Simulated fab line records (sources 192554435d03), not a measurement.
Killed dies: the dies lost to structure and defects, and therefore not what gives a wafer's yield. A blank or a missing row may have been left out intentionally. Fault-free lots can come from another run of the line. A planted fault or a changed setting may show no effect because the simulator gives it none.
Which tool was responsible? | flow n5Finfet | 30 wafers from 10 lots sampled at 6 of the route's 1938 steps

## WHAT EACH GAUGE READ, for each wafer
N5_BEOL_M4_RC_MEAS_101. Usual: DIBL_N 36.6 mV/V, standard deviation 1.3; DIBL_P 36.4 mV/V, standard deviation 1.4; IOFF_N 0.167 nA/um, standard deviation 0.023; IOFF_P 0.219 nA/um, standard deviation 0.029; ION_N 678 uA/um, standard deviation 8.7; ION_P 464 uA/um, standard deviation 6.4; SS_N 71.5 mV/dec, standard deviation 0.53; SS_P 73.4 mV/dec, standard deviation 0.57; VT_N 248.5 mV, standard deviation 2.8; VT_P -249 mV, standard deviation 3.1.
lot  | measured     | on        | DIBL_N (mV/V)  | DIBL_P (mV/V)  | IOFF_N (nA/um)    | IOFF_P (nA/um)    | ION_N (uA/um) | ION_P (uA/um) | SS_N (mV/dec)  | SS_P (mV/dec)  | VT_N (mV)         | VT_P (mV)      | flag
L198 | day 9 01:15  | prober-02 | 35.6 37.3 36.9 | 34.5 36.0 36.0 | 0.152 0.181 0.180 | 0.219 0.244 0.244 | 676 685 679   | 470 472 468   | 71.3 71.9 71.7 | 73.5 73.3 73.9 | 247.8 246.9 249.0 | -246 -247 -245 | 
L197 | day 9 04:13  | prober-02 | 35.3 34.1 34.1 | 33.7 32.7 33.6 | 0.136 0.125 0.129 | 0.182 0.170 0.179 | 658 659 668   | 455 458 458   | 70.3 70.5 70.8 | 73.0 72.9 72.8 | 255.9 253.4 253.7 | -250 -250 -251 | 
L202 | day 10 17:10 | prober-01 | 36.8 36.2 35.3 | 37.2 36.7 35.4 | 0.144 0.149 0.128 | 0.192 0.185 0.163 | 676 678 675   | 460 460 452   | 71.5 71.3 71.1 | 73.0 73.2 72.7 | 251.5 251.0 253.6 | -252 -256 -255 | 
L207 | day 13 02:11 | prober-02 | 35.6 36.8 35.9 | 34.4 36.1 35.5 | 0.148 0.175 0.152 | 0.192 0.229 0.214 | 673 687 671   | 458 468 464   | 70.7 71.4 71.7 | 73.2 73.6 73.0 | 250.9 248.2 248.8 | -250 -248 -248 | 
L204 | day 13 12:19 | prober-01 | 35.0 37.5 36.5 | 35.7 38.7 37.6 | 0.166 0.216 0.195 | 0.218 0.273 0.262 | 672 671 671   | 460 466 469   | 71.2 71.8 71.5 | 72.8 73.4 74.1 | 247.8 248.1 247.5 | -251 -248 -249 | 
L211 | day 14 05:10 | prober-01 | 36.7 36.8 35.3 | 35.2 37.2 35.2 | 0.151 0.157 0.133 | 0.167 0.193 0.169 | 675 674 665   | 448 460 453   | 72.3 71.7 71.6 | 73.0 73.3 72.5 | 250.5 248.2 251.8 | -255 -254 -252 | 
L215 | day 14 22:31 | prober-01 | 39.3 37.9 37.2 | 37.6 37.0 36.2 | 0.193 0.165 0.149 | 0.207 0.200 0.180 | 689 679 672   | 461 466 456   | 71.7 71.7 71.6 | 74.3 73.7 73.5 | 245.8 249.2 252.1 | -252 -253 -255 | 
L216 | day 15 15:37 | prober-01 | 37.1 37.7 36.9 | 39.1 38.4 38.3 | 0.171 0.176 0.168 | 0.247 0.233 0.222 | 674 675 678   | 463 465 466   | 72.1 72.4 71.7 | 73.3 73.7 73.8 | 249.8 250.0 252.3 | -248 -248 -251 | 

## EACH LOT AND THE TOOL THAT RAN IT (in order: tool; ch and the chambers of the sampled wafers; start)
lot  | N5_BEOL_M3_SPUTTER_88       | N5_BEOL_M3_SPUTTER_94       | N5_BEOL_M3_ECD_50             | N5_BEOL_M3_ANNEAL_51            | N5_BEOL_M3_CMP_52
L198 | pvdSputter-02, day 8 08:40  | pvdSputter-02, day 8 09:20  | ecdCu-01 ch 0,1, day 8 09:40  | rtpAnneal-01 ch 0, day 8 09:50  | cmp-01 ch 0,1,2, day 8 10:11
L197 | pvdSputter-03, day 8 11:27  | pvdSputter-03, day 8 12:07  | ecdCu-01 ch 0,1, day 8 12:27  | rtpAnneal-01 ch 0, day 8 12:31  | cmp-04 ch 0,1,2, day 8 12:49
L202 | pvdSputter-02, day 10 01:20 | pvdSputter-02, day 10 02:00 | ecdCu-02 ch 0,1, day 10 02:20 | rtpAnneal-02 ch 0, day 10 02:32 | cmp-01 ch 0,1,3, day 10 02:52
L203 | pvdSputter-03, day 10 04:57 | pvdSputter-03, day 10 05:41 | ecdCu-02 ch 0,1, day 10 06:04 | rtpAnneal-02 ch 0, day 10 06:11 | cmp-02 ch 1,2,3, day 10 06:29
L206 | pvdSputter-01, day 10 10:44 | pvdSputter-01, day 10 11:23 | ecdCu-02 ch 0,1, day 10 11:44 | rtpAnneal-01 ch 0, day 10 11:51 | cmp-01 ch 1,2,3, day 10 12:07
L207 | pvdSputter-03, day 12 13:12 | pvdSputter-03, day 12 13:52 | ecdCu-02 ch 0,1, day 12 14:12 | rtpAnneal-02 ch 0, day 12 14:19 | cmp-02 ch 0,1,2, day 12 14:37
L204 | pvdSputter-02, day 12 14:25 | pvdSputter-02, day 12 15:05 | ecdCu-02 ch 0,1, day 12 15:26 | rtpAnneal-02 ch 0, day 12 15:35 | cmp-02 ch 0,1,3, day 12 15:52
L211 | pvdSputter-01, day 12 20:25 | pvdSputter-01, day 12 21:04 | ecdCu-02 ch 0,1, day 12 21:25 | rtpAnneal-01 ch 0, day 12 21:32 | cmp-01 ch 0,3, day 12 21:49
L215 | pvdSputter-01, day 13 13:39 | pvdSputter-01, day 13 14:19 | ecdCu-02 ch 0,1, day 13 14:39 | rtpAnneal-02 ch 0, day 13 14:44 | cmp-01 ch 0,2,3, day 13 15:01
L216 | pvdSputter-02, day 14 09:41 | pvdSputter-02, day 14 10:20 | ecdCu-02 ch 0,1, day 14 10:41 | rtpAnneal-01 ch 0, day 14 10:53 | cmp-04 ch 0,2,3, day 14 11:10
- N5_BEOL_M3_SPUTTER_88: material Cu, target thk 4.5 nm, time 8.29 s.
- N5_BEOL_M3_SPUTTER_94: material Cu, target thk 4.5 nm, time 8.29 s.
- N5_BEOL_M3_ECD_50: material Cu, target thk 300 nm.
- N5_BEOL_M3_ANNEAL_51: time 90 s.
- N5_BEOL_M3_CMP_52: polishes, stops on SiOC, t overpolish 6.8 s, target thk 40 nm.

## WHAT THE TOOLS THEMSELVES READ (means of the sampled wafers that have a number; where no wafer has one, the mark that the record gives instead)
N5_BEOL_M3_SPUTTER_88. Usual: throttleValvePct reads 30.0 % (standard deviation 1.2).
lot  | tool          | throttleValvePct (%) | flag
L198 | pvdSputter-02 | 29.6                 | 
L197 | pvdSputter-03 | 30.2                 | 
L202 | pvdSputter-02 | 29.4                 | 
L203 | pvdSputter-03 | 30.7                 | 
L206 | pvdSputter-01 | 29.5                 | 
L207 | pvdSputter-03 | 31.0                 | 
L204 | pvdSputter-02 | 31.0                 | 
L211 | pvdSputter-01 | 28.5                 | 
L215 | pvdSputter-01 | 29.5                 | 
L216 | pvdSputter-02 | 29.7                 | 

N5_BEOL_M3_SPUTTER_94. Usual: throttleValvePct reads 30.0 % (standard deviation 1.2).
lot  | tool          | throttleValvePct (%) | flag
L198 | pvdSputter-02 | 29.6                 | 
L197 | pvdSputter-03 | 29.9                 | 
L202 | pvdSputter-02 | 29.6                 | 
L203 | pvdSputter-03 | 30.7                 | 
L206 | pvdSputter-01 | 29.4                 | 
L207 | pvdSputter-03 | 30.7                 | 
L204 | pvdSputter-02 | 30.9                 | 
L211 | pvdSputter-01 | 28.5                 | 
L215 | pvdSputter-01 | 29.6                 | 
L216 | pvdSputter-02 | 29.6                 | 

N5_BEOL_M3_ANNEAL_51. Usual: wafer_temp_C_max reads 226.1 (standard deviation 0.33).
lot  | tool         | wafer_temp_C_max | flag
L198 | rtpAnneal-01 | 225.6            | 
L197 | rtpAnneal-01 | 225.9            | 
L202 | rtpAnneal-02 | 226.4            | 
L203 | rtpAnneal-02 | 226.5            | 
L206 | rtpAnneal-01 | 225.9            | 
L207 | rtpAnneal-02 | 226.4            | 
L204 | rtpAnneal-02 | 226.4            | 
L211 | rtpAnneal-01 | 225.7            | 
L215 | rtpAnneal-02 | 226.2            | 
L216 | rtpAnneal-01 | 226.0            | 

N5_BEOL_M3_CMP_52. Usual: motorCurrentA 5.8 A, standard deviation 0.62; padLifeWafers 1136, standard deviation 600; timeToEndpointS 62.2 s, standard deviation 2.7.
lot  | tool   | motorCurrentA (A) | padLifeWafers | timeToEndpointS (s) | flag
L198 | cmp-01 | 5.6               | 1023          | 61.1                | 
L197 | cmp-04 | 5.8               | 1400          | 62.9                | 
L202 | cmp-01 | 5.4               | 1352          | 64.6                | 
L203 | cmp-02 | 6.0               | 812           | 1.3                 | OFF
L206 | cmp-01 | 5.6               | 1424          | 2.0                 | OFF
L207 | cmp-02 | 6.1               | 1298          | 62.7                | 
L204 | cmp-02 | 5.6               | 1310          | 65.4                | 
L211 | cmp-01 | 4.8               | 1832          | 60.6                | 
L215 | cmp-01 | 5.1               | 1976          | 58.7                | 
L216 | cmp-04 | 6.3               | 387           | 57.9                | 

## THE ANSWER, worked out from the rows above alone
Rule: a lot is off if the mean of its wafers that have a number lies more than 3 standard deviations from the usual mean. Also off: a lot with no number at a reading for which 4 or more lots have one. All remaining lots with rows at the step are treated as sound. First the gauges in route order, then the tools' own readings, where a lot's mean is used as printed above. At the first step where some lot is off, the reading lying furthest off is the one used; lots without a number count as furthest.
Off: L203, L206, at N5_BEOL_M3_CMP_52 (timeToEndpointS).
A tool fits if, at that step or a process step before it, it ran every lot that is off, and no sound lot after the first of them. Not one of the candidates tried fits.

## WHAT THE SIMULATOR HAD PUT IN
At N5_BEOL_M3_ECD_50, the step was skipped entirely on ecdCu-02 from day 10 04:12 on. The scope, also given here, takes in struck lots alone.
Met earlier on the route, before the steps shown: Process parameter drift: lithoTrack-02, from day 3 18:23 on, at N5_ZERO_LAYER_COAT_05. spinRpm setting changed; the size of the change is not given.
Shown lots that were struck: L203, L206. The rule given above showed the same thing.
